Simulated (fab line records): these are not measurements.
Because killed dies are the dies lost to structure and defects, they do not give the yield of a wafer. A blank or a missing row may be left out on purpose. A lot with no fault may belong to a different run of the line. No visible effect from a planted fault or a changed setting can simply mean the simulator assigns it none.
8D (eight disciplines) problem report, filled in by code + flow nand_harc + the parts of the form that need people (team, actions taken, sign-off) are left out

## 1. PROBLEM STATEMENT
At NHARC_A_ONON_D1_THK_MEAS_18, thk_nm averages 1680 nm over 2 wafers from 2 lots, while fault-free wafers read 1001 nm, standard deviation 11. That is +62 standard deviations from the usual mean.
The step: measures by ellipsometry.
First seen on wafer L960.4, day 11 03:50, on film_metro-01. At this step, 33 wafers from 11 lots have a number in the record. The rule behind "out" and "out of limits": a value lying over 4 standard deviations away from the usual mean. The other wafers with a number count as sound.

## 2. WHAT IT IS; WHAT IT IS NOT
| question                    | is                | is not                                                                                 |
|-----------------------------|-------------------|----------------------------------------------------------------------------------------|
| which readings at this step | thk_nm            | -                                                                                      |
| which lots                  | L959, L960        | L947, L948, L949, L950, L951, L952, L963, L966, L969                                   |
| which wafers of those lots  | L959.4, L960.4    | L959.1, L959.2, L960.1, L960.2                                                         |
| read on which gauges        | film_metro-01     | film_metro-02                                                                          |
| when                        | from day 11 03:50 | up to then (20 sound wafers); but 11 sound wafers of L959, L963, L966, L969 came after |

## 3. WHAT RULES OUT EACH SUSPECT
Counting: a tool at a process step up to the reading stays a suspect if it ran every lot that is out. Sound lots after the first of them don't rule it out here, since some wafers of a struck lot are sound.
- the gauge at NHARC_A_ONON_D1_THK_MEAS_18: ruled out. All the wafers that are out were read on film_metro-01, but those of them that NHARC_END_SORT_01 has rows for are out there too, on other tools.
- pecvd_onon-03 at NHARC_A_ONON_D1_DEP_16 (target thk 1000 nm): kept. Ran every lot that is out, first one L960 (day 11 03:20); last sound lot up to then L950 (day 8 15:06).
Remaining after the count: pecvd_onon-03 at NHARC_A_ONON_D1_DEP_16.

## 4. THE CAUSE (what the simulator had put in)
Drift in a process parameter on pecvd_onon-03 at NHARC_A_ONON_D1_DEP_16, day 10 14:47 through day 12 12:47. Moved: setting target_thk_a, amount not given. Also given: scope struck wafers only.
After counting, this tool was the only one left.

## 5. THE EFFECT CHAIN, in route order
One row per reading whose mean, taken over the struck wafers that have a number, lies over 3 standard deviations from the usual. Only readings whose record carries a usual standard deviation are examined. hours: median over the lots of the time between each lot's start at the first step of this table that gives one and its start at this step. sigmas: the change, counted in usual standard deviations.
| hours | step                        | reading         | usual   | on struck wafers | change | sigmas |
|-------|-----------------------------|-----------------|---------|------------------|--------|--------|
| 0     | NHARC_A_ONON_D1_THK_MEAS_18 | thk_nm          | 1001 nm | 1680             | +679   | +62    |
| 264   | NHARC_END_SORT_01           | killed_at_array | 26      | 672              | +646   | +67    |
| 264   | NHARC_END_SORT_01           | killed_dies     | 31      | 677              | +646   | +65    |

## 6. WHAT WOULD HAVE CAUGHT IT SOONER
Counted from the fault's start at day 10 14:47, it took 13 hours until the first out-of-limits reading at a measuring or inspecting step in this record, taken at day 11 03:50.
Tool readings at NHARC_A_ONON_D1_DEP_16 with a usual standard deviation given in the record: none out on any struck wafer, hence no alarm at a limit of 4 standard deviations on them.
By day 11 03:50, every lot that is out (2) had started NHARC_A_ONON_D1_DEP_16 on pecvd_onon-03. Holding the tool at that point would not have protected any of them.
